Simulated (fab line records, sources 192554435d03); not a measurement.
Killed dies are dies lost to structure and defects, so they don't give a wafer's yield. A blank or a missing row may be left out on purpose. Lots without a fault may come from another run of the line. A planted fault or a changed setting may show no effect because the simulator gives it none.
Split-lot experiment | flow n5_finfet | 7 lots, 21 wafers read, on a route of 1938 steps

THE SPLIT
At N5_GATE_CUT_COAT_27 (time 60 s, resist thk 10 nm), the setting spin_rpm was moved away from the recipe's 1500 rpm on 7 of the 21 wafers read, by -10.7% to +10.7%. The other wafers ran this setting at the recipe's value.

FROM THE SPLIT TO THE READING: what the file shows between them, 3 steps
- N5_GATE_CUT_COAT_07: resist thk 30 nm
- N5_GATE_CUT_EBR_09
- N5_GATE_CUT_DESCUM_18: chemistry O2, time 7 s

THE READING
CAR-EUV_of_GATE_CUT_COAT_07.thk_nm (the simulator's own value, which no gauge read), in nm, at N5_GATE_CUT_ETCH_28 (etches underlayer in N2/H2, target depth 13 nm, time 10.4 s). The file gives no usual value for it. The 14 wafers here that ran the recipe average 14.6 nm, standard deviation 0.091 nm.

wafer  | tool, chamber at the split | spin_rpm as run, rpm | against the recipe | CAR-EUV_of_GATE_CUT_COAT_07.thk_nm, nm | against lot-mates on the recipe
L076.1 | litho_track-02, 0          | 1435                 | -4.3%              | 14.4                                   | -0.4
L076.5 | litho_track-02, 0          | 1435                 | -4.3%              | 14.4                                   | -0.4
L076.6 | litho_track-02, 0          | 1500                 | recipe             | 14.8                                   | -
L080.1 | litho_track-05, 0          | 1652                 | +10.1%             | 15                                     | +0.4
L080.2 | litho_track-05, 0          | 1652                 | +10.1%             | 15                                     | +0.4
L080.6 | litho_track-05, 0          | 1500                 | recipe             | 14.6                                   | -
L086.3 | litho_track-02, 0          | 1660                 | +10.7%             | 15.4                                   | +0.8
L086.4 | litho_track-02, 0          | 1500                 | recipe             | 14.6                                   | -
L086.5 | litho_track-02, 0          | 1500                 | recipe             | 14.6                                   | -
L091.1 | litho_track-05, 0          | 1500                 | recipe             | 14.4                                   | -
L091.3 | litho_track-05, 0          | 1500                 | recipe             | 14.6                                   | -
L091.5 | litho_track-05, 0          | 1500                 | recipe             | 14.8                                   | -
L093.1 | litho_track-02, 0          | 1500                 | recipe             | 14.6                                   | -
L093.5 | litho_track-02, 0          | 1500                 | recipe             | 14.6                                   | -
L093.4 | litho_track-02, 0          | 1500                 | recipe             | 14.6                                   | -
L096.1 | litho_track-02, 0          | 1339                 | -10.7%             | 14                                     | -0.6
L096.5 | litho_track-02, 0          | 1500                 | recipe             | 14.6                                   | -
L096.6 | litho_track-02, 0          | 1500                 | recipe             | 14.6                                   | -
L097.2 | litho_track-05, 0          | 1552                 | +3.5%              | 14.6                                   | +0.0
L097.5 | litho_track-05, 0          | 1500                 | recipe             | 14.6                                   | -
L097.6 | litho_track-05, 0          | 1500                 | recipe             | 14.6                                   | -

THE FIT
A straight line over all 21 wafers: CAR-EUV_of_GATE_CUT_COAT_07.thk_nm changes by +0.0512 nm for each +1% of spin_rpm; r = +0.91; the points scatter about the line by 0.11 nm.
The same after taking each lot's own level away (the mean of its wafers on the recipe; 21 wafers): +0.0558 nm for each +1%; r = +0.93; scatter 0.11 nm.
On that fit, the largest move of spin_rpm shifts the reading by 0.6 nm.
The lots' own levels span 14.60 to 14.80 nm, that is 2.2 times the standard deviation above.
So the lot-to-lot level changes the slope little: the two slopes agree.
Check: with one of the wafers moved furthest among these (-10.7%) left out of the fit, the line predicts -0.643 nm for it against its lot-mates. It came out at -0.6 nm against them.

OTHER SPLITS ON THESE WAFERS
These wafers also went through other splits before the reading. Each is held against what the fit with the lots' levels taken away leaves over:
other split on the same wafers | wafers away from the commonest value | r with CAR-EUV_of_GATE_CUT_COAT_07.thk_nm (lot level and that fit taken away)
N5_GATE_CUT_COAT_35 spin_rpm   | 10                                   | +0.16

THE WHOLE CHAIN: every reading that the file lists as answering this split, in the file's order
step                | what it does                                                | reading                                                                                | change (the file's fit)                | r (the file's)
N5_GATE_CUT_COAT_27 | time 60 s, resist thk 10 nm                                 | underlayer_of_GATE_CUT_COAT_27.thk_nm (the simulator's own value, which no gauge read) | -0.0521 nm for each +1% of the setting | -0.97
N5_GATE_CUT_ETCH_28 | etches underlayer in N2/H2, target depth 13 nm, time 10.4 s | etch.depth_nm (the simulator's own value, which no gauge read)                         | -0.0503 nm for each +1% of the setting | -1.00
N5_GATE_CUT_ETCH_28 | etches underlayer in N2/H2, target depth 13 nm, time 10.4 s | CAR-EUV_of_GATE_CUT_COAT_07.thk_nm (the simulator's own value, which no gauge read)    | +0.0573 nm for each +1% of the setting | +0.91

THE FILE'S OWN FIT
CAR-EUV_of_GATE_CUT_COAT_07.thk_nm changes by +0.0573 nm for each +1% of spin_rpm, r = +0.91.
